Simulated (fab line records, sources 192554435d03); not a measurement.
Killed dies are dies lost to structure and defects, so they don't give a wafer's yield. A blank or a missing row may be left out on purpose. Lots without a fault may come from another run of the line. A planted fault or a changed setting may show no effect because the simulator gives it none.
Which tool did it? | flow n5_finfet | 7 lots, 19 wafers sampled, at 8 steps of a route of 1938

WHAT THE GAUGES READ, wafer by wafer
N5_BEOL_M9_OVL_MEAS_29. Usual: V8_OVL 0.0 nm, standard deviation 0.68.
lot  | measured     | on         | V8_OVL (nm)    | flag
L751 | day 9 15:03  | overlay-01 | -0.6 -0.2 0.2  |
L754 | day 10 18:38 | overlay-01 | 0.8 0.3 0.6    |
L760 | day 12 19:50 | overlay-01 | -1.1 0.9       |
L762 | day 13 02:21 | overlay-02 | -0.2 -0.4      |
L767 | day 14 07:56 | overlay-02 | -1.1 -0.9 -1.3 |
L768 | day 14 21:14 | overlay-02 | 0.4 -0.2 0.5   |
L772 | day 16 05:40 | overlay-02 | 0.0 0.0 0.8    |

N5_BEOL_M9_OCD_MEAS_38. Usual: trench_depth_nm 150 nm, standard deviation 3.2.
lot  | measured     | on     | trench_depth_nm (nm) | flag
L751 | day 9 15:36  | ocd-02 | 147 149 147          |
L754 | day 10 19:35 | ocd-01 | 149 151 151          |
L760 | day 12 20:40 | ocd-01 | 125 152              | OFF
L762 | day 13 02:53 | ocd-02 | 122 154              | OFF
L767 | day 14 08:29 | ocd-02 | 147 156 147          |
L768 | day 14 21:47 | ocd-01 | 157 149 157          |
L772 | day 16 06:13 | ocd-02 | 151 148 147          |

N5_BEOL_M9_THK_MEAS_53: measures by xrf. Usual: M9_THK 140 nm, standard deviation 3.6.
lot  | measured     | on            | M9_THK (nm) | flag
L751 | day 9 17:31  | film_metro-02 | 132 138 135 |
L754 | day 10 23:17 | film_metro-02 | 137 140 140 |
L760 | day 13 00:21 | film_metro-02 | 115 141     | OFF
L762 | day 13 05:21 | film_metro-02 | 111 142     | OFF
L767 | day 14 13:27 | film_metro-01 | 135 145 136 |
L768 | day 15 00:59 | film_metro-01 | 148 140 148 |
L772 | day 16 09:41 | film_metro-02 | 139 136 135 |

N5_BEOL_M9_RS_MEAS_57: measures by four-point-probe. Usual: M9_RS 0.153 ohm/sq, standard deviation 0.0041.
lot  | measured     | on            | M9_RS (ohm/sq)    | flag
L751 | day 9 17:41  | film_metro-01 | 0.160 0.154 0.158 |
L754 | day 10 23:26 | film_metro-01 | 0.156 0.152 0.151 |
L760 | day 13 00:29 | film_metro-01 | 0.190 0.152       | OFF
L762 | day 13 05:29 | film_metro-01 | 0.197 0.149       | OFF
L767 | day 14 13:35 | film_metro-02 | 0.159 0.146 0.158 |
L768 | day 15 01:07 | film_metro-02 | 0.145 0.154 0.144 |
L772 | day 16 09:49 | film_metro-01 | 0.152 0.155 0.156 |

N5_BEOL_M15_RC_MEAS_101. Usual: COMB_M10 1.46e-11 S/m, standard deviation 2.8e-12; COMB_M11 1.5e-11 S/m, standard deviation 3e-12; COMB_M12 6.6e-12 S/m, standard deviation 1.4e-12; COMB_M12_max_site 9.5e-12 S/m, standard deviation 2.1e-12; COMB_M13 5.1e-12 S/m, standard deviation 1.1e-12; COMB_M14 3.8e-12 S/m, standard deviation 7.8e-13; COMB_M15 2.8e-12 S/m, standard deviation 5.2e-13; COMB_M5 3.6e-11 S/m, standard deviation 6.8e-12; COMB_M6 2.5e-11 S/m, standard deviation 5.8e-12; COMB_M7 2.6e-11 S/m, standard deviation 5.5e-12; COMB_M8 2.6e-11 S/m, standard deviation 4.5e-12; COMB_M8_max_site 3.7e-11 S/m, standard deviation 7.6e-12; SERP_M10 3.04 ohm/um, standard deviation 0.091; SERP_M11 3.09 ohm/um, standard deviation 0.094; SERP_M12 0.636 ohm/um, standard deviation 0.017; SERP_M13 0.311 ohm/um, standard deviation 0.0067; SERP_M14 0.158 ohm/um, standard deviation 0.0049; SERP_M5 38.7 ohm/um, standard deviation 1.7; SERP_M6 13.8 ohm/um, standard deviation 0.5; SERP_M6_max_site 14.3 ohm/um, standard deviation 0.58; SERP_M7 13.8 ohm/um, standard deviation 0.57; SERP_M8 13.6 ohm/um, standard deviation 0.5; SERP_M9 3.10 ohm/um, standard deviation 0.1; SERP_M9_max_site 3.21 ohm/um, standard deviation 0.1.
lot  | measured     | on        | COMB_M10 (S/m)             | COMB_M11 (S/m)          | COMB_M12 (S/m)          | COMB_M12_max_site (S/m)  | COMB_M13 (S/m)          | COMB_M14 (S/m)          | COMB_M15 (S/m)          | COMB_M5 (S/m)           | COMB_M6 (S/m)           | COMB_M7 (S/m)           | COMB_M8 (S/m)           | COMB_M8_max_site (S/m)  | SERP_M10 (ohm/um) | SERP_M11 (ohm/um) | SERP_M12 (ohm/um) | SERP_M13 (ohm/um) | SERP_M14 (ohm/um) | SERP_M5 (ohm/um) | SERP_M6 (ohm/um) | SERP_M6_max_site (ohm/um) | SERP_M7 (ohm/um) | SERP_M8 (ohm/um) | SERP_M9 (ohm/um) | SERP_M9_max_site (ohm/um) | flag
L751 | day 11 09:50 | prober-01 | 1.72e-11 1.46e-11 1.27e-11 | 1.5e-11 1.3e-11 1.2e-11 | 6.9e-12 6.3e-12 8.4e-12 | 8.1e-12 9.7e-12 9.9e-12  | 4.4e-12 6e-12 4.3e-12   | 4.1e-12 4.9e-12 4.7e-12 | 2.5e-12 2.6e-12 3.5e-12 | 3.3e-11 3e-11 2.4e-11   | 1.6e-11 1.8e-11 2.4e-11 | 1.4e-11 2.8e-11 2.4e-11 | 2.6e-11 2e-11 2.3e-11   | 3.8e-11 2.7e-11 2.9e-11 | 3.09 3.13 3.14    | 3.01 2.89 3.04    | 0.628 0.631 0.599 | 0.296 0.314 0.298 | 0.157 0.158 0.156 | 38.5 38.4 38.9   | 12.9 13.0 14.0   | 13.6 13.5 14.2            | 14.4 14.1 15.4   | 13.2 13.6 14.2   | 3.26 3.16 3.30   | 3.37 3.24 3.38            |
L754 | day 12 18:21 | prober-01 | 1.28e-11 2.04e-11 1.79e-11 | 2.1e-11 2.2e-11 1.1e-11 | 6.8e-12 8.3e-12 7.2e-12 | 9.3e-12 9.7e-12 8.4e-12  | 4e-12 4.3e-12 3.7e-12   | 3e-12 3.6e-12 2.8e-12   | 2.6e-12 3.2e-12 2.5e-12 | 2.5e-11 3.4e-11 3.5e-11 | 2e-11 2.8e-11 2.4e-11   | 2.6e-11 4.3e-11 3.3e-11 | 3.3e-11 2.5e-11 2.1e-11 | 4.5e-11 3.4e-11 3.2e-11 | 3.12 3.09 3.00    | 2.94 3.17 3.05    | 0.641 0.652 0.604 | 0.314 0.308 0.297 | 0.167 0.158 0.158 | 39.6 41.5 40.3   | 13.2 13.8 13.2   | 13.6 14.2 14.2            | 12.8 12.9 13.4   | 13.4 13.8 13.5   | 3.08 3.08 3.04   | 3.31 3.19 3.17            |
L760 | day 14 15:04 | prober-02 | 1.48e-11 1.49e-11          | 1.2e-11 1.6e-11         | 4.9e-12 6.5e-12         | 7.5e-12 1.03e-11         | 6.2e-12 5.8e-12         | 4e-12 6.1e-12           | 2.4e-12 3e-12           | 3.1e-11 3.7e-11         | 2.6e-11 2.1e-11         | 2.9e-11 2.5e-11         | 2.4e-11 1.5e-11         | 2.9e-11 1.9e-11         | 2.99 3.11         | 3.15 3.15         | 0.628 0.610       | 0.315 0.318       | 0.160 0.149       | 38.9 38.5        | 13.9 13.8        | 14.7 13.9                 | 14.6 14.3        | 14.5 14.4        | 3.79 3.11        | 3.89 3.28                 | OFF
L762 | day 14 23:34 | prober-01 | 1.99e-11 1.73e-11          | 1.4e-11 1.5e-11         | 6e-12 9.5e-12           | 9.3e-12 1.18e-11         | 5.2e-12 7e-12           | 4.6e-12 3.9e-12         | 2.6e-12 2.6e-12         | 3.3e-11 2.8e-11         | 2.5e-11 2.7e-11         | 2.5e-11 2.6e-11         | 2.7e-11 2.5e-11         | 3e-11 3.3e-11           | 3.20 3.14         | 3.22 3.19         | 0.654 0.665       | 0.312 0.320       | 0.158 0.157       | 42.0 41.5        | 13.5 13.6        | 14.1 13.9                 | 13.6 13.3        | 14.0 13.4        | 4.03 3.04        | 4.10 3.18                 | OFF
L767 | day 16 08:06 | prober-02 | 1.74e-11 1.87e-11 1.32e-11 | 1.5e-11 2.2e-11 1.7e-11 | 3.8e-12 5.2e-12 5.3e-12 | 6.4e-12 8.3e-12 6.5e-12  | 3.3e-12 2.9e-12 4.7e-12 | 3.8e-12 4.4e-12 4.7e-12 | 3.3e-12 2.5e-12 3.6e-12 | 3.1e-11 3.8e-11 4.1e-11 | 2.7e-11 2.2e-11 3.8e-11 | 3.1e-11 3.7e-11 2.8e-11 | 2.1e-11 2.9e-11 2.6e-11 | 3.6e-11 4.5e-11 3.4e-11 | 3.14 3.20 3.26    | 3.02 3.19 2.96    | 0.622 0.656 0.636 | 0.317 0.312 0.320 | 0.158 0.154 0.162 | 38.0 39.1 37.2   | 13.8 13.5 12.9   | 14.7 13.9 13.2            | 13.5 14.4 13.8   | 13.1 13.2 13.1   | 3.18 2.98 3.18   | 3.29 3.04 3.24            |
L768 | day 16 19:14 | prober-02 | 1.52e-11 1.48e-11 1.85e-11 | 1.1e-11 1.3e-11 1.5e-11 | 6.3e-12 6.5e-12 5.9e-12 | 1.02e-11 7.8e-12 9.2e-12 | 6.3e-12 4.3e-12 6.5e-12 | 3e-12 2.5e-12 2.9e-12   | 2.3e-12 2.3e-12 2.7e-12 | 3.9e-11 3.2e-11 5e-11   | 2.8e-11 3.6e-11 3.4e-11 | 1.9e-11 1.9e-11 2.2e-11 | 2.4e-11 2.5e-11 2e-11   | 4.1e-11 4.3e-11 3.6e-11 | 2.91 2.89 2.93    | 3.04 3.08 3.16    | 0.636 0.624 0.600 | 0.298 0.310 0.304 | 0.161 0.159 0.163 | 36.3 36.4 38.3   | 13.7 14.7 13.7   | 14.3 15.2 14.7            | 13.4 14.1 13.3   | 12.9 14.6 13.3   | 2.91 3.12 2.97   | 3.04 3.16 2.98            |
L772 | day 17 22:10 | prober-01 | 1.81e-11 1.79e-11 1.65e-11 | 1.9e-11 1.5e-11 1.7e-11 | 6.1e-12 7.9e-12 6e-12   | 1.16e-11 1.02e-11 8e-12  | 3.6e-12 4.9e-12 5e-12   | 4.2e-12 3.5e-12 3.8e-12 | 2e-12 2.1e-12 2.8e-12   | 2.3e-11 3e-11 3.1e-11   | 1.3e-11 2e-11 2.6e-11   | 2.1e-11 2.7e-11 2.2e-11 | 3.1e-11 2.7e-11 3.1e-11 | 4.1e-11 4.2e-11 4.9e-11 | 2.97 2.82 2.93    | 3.13 3.08 3.22    | 0.638 0.631 0.627 | 0.316 0.316 0.312 | 0.158 0.159 0.150 | 39.5 38.0 39.1   | 14.4 13.9 14.5   | 14.7 14.3 14.8            | 13.9 13.4 13.8   | 12.8 13.5 12.9   | 3.08 3.16 3.30   | 3.20 3.21 3.32            |

WHICH TOOL RAN EACH LOT (tool, then ch and the chambers of the sampled wafers, then the start)
lot  | N5_BEOL_M9_VIA_ETCH_34           | N5_BEOL_M9_TRENCH_ETCH_37        | N5_BEOL_M9_STRIP_80
L751 | rie_diel-04 ch 1,3, day 9 15:19  | rie_diel-04 ch 1,3, day 9 15:25  | rie_diel-04 ch 1,3, day 9 15:36 or earlier
L754 | rie_diel-04 ch 2,3, day 10 19:19 | rie_diel-04 ch 2,3, day 10 19:25 | rie_diel-04 ch 2,3, day 10 19:35 or earlier
L760 | rie_diel-04 ch 0,1, day 12 20:23 | rie_diel-04 ch 0,1, day 12 20:29 | rie_diel-04 ch 0,1, day 12 20:40 or earlier
L762 | rie_diel-04 ch 0,1, day 13 02:37 | rie_diel-04 ch 0,1, day 13 02:43 | rie_diel-04 ch 0,1, day 13 02:53 or earlier
L767 | rie_diel-02 ch 0,3, day 14 08:13 | rie_diel-02 ch 0,3, day 14 08:19 | rie_diel-02 ch 0,3, day 14 08:29 or earlier
L768 | rie_diel-02 ch 0,3, day 14 21:31 | rie_diel-02 ch 0,3, day 14 21:37 | rie_diel-02 ch 0,3, day 14 21:47 or earlier
L772 | rie_diel-02 ch 1,2, day 16 05:56 | rie_diel-02 ch 1,2, day 16 06:02 | rie_diel-02 ch 1,2, day 16 06:13 or earlier
- N5_BEOL_M9_VIA_ETCH_34: etches SiCOH lowk in C4F6/O2, target depth 182.4 nm, time 68.4 s.
- N5_BEOL_M9_TRENCH_ETCH_37: etches SiCOH lowk in C4F6/O2, target depth 151.43 nm, time 49 s.
- N5_BEOL_M9_STRIP_80: strips in N2/H2, time 10 s.

WHAT THE TOOLS THEMSELVES READ (means of the sampled wafers that have a number; where no wafer has one, the mark that the record gives instead)
N5_BEOL_M9_VIA_ETCH_34. Usual: bias_w 185.0 W, standard deviation 0.58; drypump_motor_current_A 5.9 A, standard deviation 0.58; oes_f_703_au 0.82 a.u., standard deviation 0.086; oes_product_au 0.82 a.u., standard deviation 0.086; rf_fwd_power_W 341.8 W, standard deviation 1.7; rf_vpp_V 660 V, standard deviation 8.6; showerhead_plenum_p_Torr 2.87 Torr, standard deviation 0.088; throttle_valve_pct 20.87 %, standard deviation 0.25.
lot  | tool        | bias_w (W) | drypump_motor_current_A (A) | oes_f_703_au (a.u.) | oes_product_au (a.u.) | rf_fwd_power_W (W) | rf_vpp_V (V) | showerhead_plenum_p_Torr (Torr) | throttle_valve_pct (%) | flag
L751 | rie_diel-04 | 185.2      | 5.4                         | 0.75                | 0.75                  | 340.9              | 660          | 2.96                            | 20.74                  |
L754 | rie_diel-04 | 185.0      | 5.6                         | 0.78                | 0.75                  | 339.3              | 660          | 2.97                            | 20.85                  |
L760 | rie_diel-04 | 184.8      | 5.4                         | 0.88                | 0.91                  | 340.4              | 668          | 2.91                            | 20.80                  |
L762 | rie_diel-04 | 185.3      | 5.3                         | 0.88                | 0.91                  | 340.0              | 668          | 2.91                            | 20.80                  |
L767 | rie_diel-02 | 185.0      | 6.0                         | 0.80                | 0.79                  | 340.7              | 663          | 2.88                            | 20.89                  |
L768 | rie_diel-02 | 184.6      | 5.5                         | 0.86                | 0.86                  | 343.2              | 663          | 2.93                            | 20.71                  |
L772 | rie_diel-02 | 185.4      | 6.6                         | 0.76                | 0.79                  | 341.3              | 658          | 2.83                            | 21.18                  |

N5_BEOL_M9_TRENCH_ETCH_37. Usual: bias_w 184.9 W, standard deviation 0.58; drypump_motor_current_A 5.9 A, standard deviation 0.58; oes_f_703_au 0.82 a.u., standard deviation 0.086; oes_product_au 0.82 a.u., standard deviation 0.086; rf_fwd_power_W 341.2 W, standard deviation 1.9; rf_vpp_V 660 V, standard deviation 8.6; showerhead_plenum_p_Torr 2.87 Torr, standard deviation 0.088; throttle_valve_pct 20.90 %, standard deviation 0.25.
lot  | tool        | bias_w (W) | drypump_motor_current_A (A) | oes_f_703_au (a.u.) | oes_product_au (a.u.) | rf_fwd_power_W (W) | rf_vpp_V (V) | showerhead_plenum_p_Torr (Torr) | throttle_valve_pct (%) | flag
L751 | rie_diel-04 | 184.8      | 5.4                         | 0.75                | 0.75                  | 341.3              | 660          | 2.96                            | 20.76                  |
L754 | rie_diel-04 | 185.0      | 5.6                         | 0.78                | 0.75                  | 339.4              | 659          | 2.96                            | 20.87                  |
L760 | rie_diel-04 | 185.5      | 5.3                         | 0.89                | 0.85                  | 340.4              | 668          | 2.91                            | 20.80                  |
L762 | rie_diel-04 | 184.6      | 5.4                         | 0.88                | 0.85                  | 340.3              | 668          | 2.91                            | 20.81                  |
L767 | rie_diel-02 | 184.9      | 6.0                         | 0.79                | 0.79                  | 341.0              | 661          | 2.88                            | 20.92                  |
L768 | rie_diel-02 | 184.6      | 5.5                         | 0.87                | 0.85                  | 342.0              | 663          | 2.93                            | 20.75                  |
L772 | rie_diel-02 | 185.2      | 6.5                         | 0.76                | 0.79                  | 341.6              | 659          | 2.83                            | 21.20                  |

N5_BEOL_M9_STRIP_80. Usual: drypump_motor_current_A 5.9 A, standard deviation 0.58; oes_product_au 0.83 a.u., standard deviation 0.085; rf_vpp_V 59.2 V, standard deviation 0.84; showerhead_plenum_p_Torr 2.56 Torr, standard deviation 0.084; throttle_valve_pct 23.65 %, standard deviation 0.29.
lot  | tool        | drypump_motor_current_A (A) | oes_product_au (a.u.) | rf_vpp_V (V) | showerhead_plenum_p_Torr (Torr) | throttle_valve_pct (%) | flag
L751 | rie_diel-04 | 5.4                         | 0.75                  | 59.2         | 2.64                            | 23.55                  |
L754 | rie_diel-04 | 5.6                         | 0.75                  | 59.0         | 2.62                            | 23.37                  |
L760 | rie_diel-04 | 5.4                         | 0.91                  | 60.7         | 2.59                            | 23.83                  |
L762 | rie_diel-04 | 5.4                         | 0.91                  | 59.2         | 2.59                            | 23.82                  |
L767 | rie_diel-02 | 6.0                         | 0.80                  | 59.2         | 2.57                            | 23.55                  |
L768 | rie_diel-02 | 5.5                         | 0.87                  | 59.4         | 2.63                            | 23.48                  |
L772 | rie_diel-02 | 6.5                         | 0.80                  | 59.4         | 2.52                            | 23.98                  |

THE ANSWER, worked out from the rows above alone
Rule: a lot is off if the mean of its wafers that have a number lies more than 3 standard deviations from the usual mean. A lot without any number at a reading at which 4 lots or more have one is off too. The other lots that the step has rows for count as sound. The gauges are gone through in route order, then the tools' own readings, and for those a lot's mean is taken as printed above. The first step at which some lot is off is used, and at that step the reading that is off furthest; a lot without a number counts as furthest.
Off: L760, L762, at N5_BEOL_M9_OCD_MEAS_38 (trench_depth_nm).
A tool fits if, at a process step before that reading, it ran every lot that is off, and no sound lot after the first of them. The gauges at N5_BEOL_M9_OCD_MEAS_38 aren't tried: what is off there is off at N5_BEOL_M9_THK_MEAS_53 too, on other tools, and a gauge's error can't cause that. N5_BEOL_M9_STRIP_80 gives no start for some lots, so the hours and the order of its lots are those of N5_BEOL_M9_OCD_MEAS_38. One fits: rie_diel-04 at N5_BEOL_M9_VIA_ETCH_34 and N5_BEOL_M9_TRENCH_ETCH_37 and N5_BEOL_M9_STRIP_80. At N5_BEOL_M9_VIA_ETCH_34 its last sound lot is L754 (day 10 19:19), its first lot that is off L760 (day 12 20:23): a fault that began between those two fits.

WHAT THE SIMULATOR HAD PUT IN
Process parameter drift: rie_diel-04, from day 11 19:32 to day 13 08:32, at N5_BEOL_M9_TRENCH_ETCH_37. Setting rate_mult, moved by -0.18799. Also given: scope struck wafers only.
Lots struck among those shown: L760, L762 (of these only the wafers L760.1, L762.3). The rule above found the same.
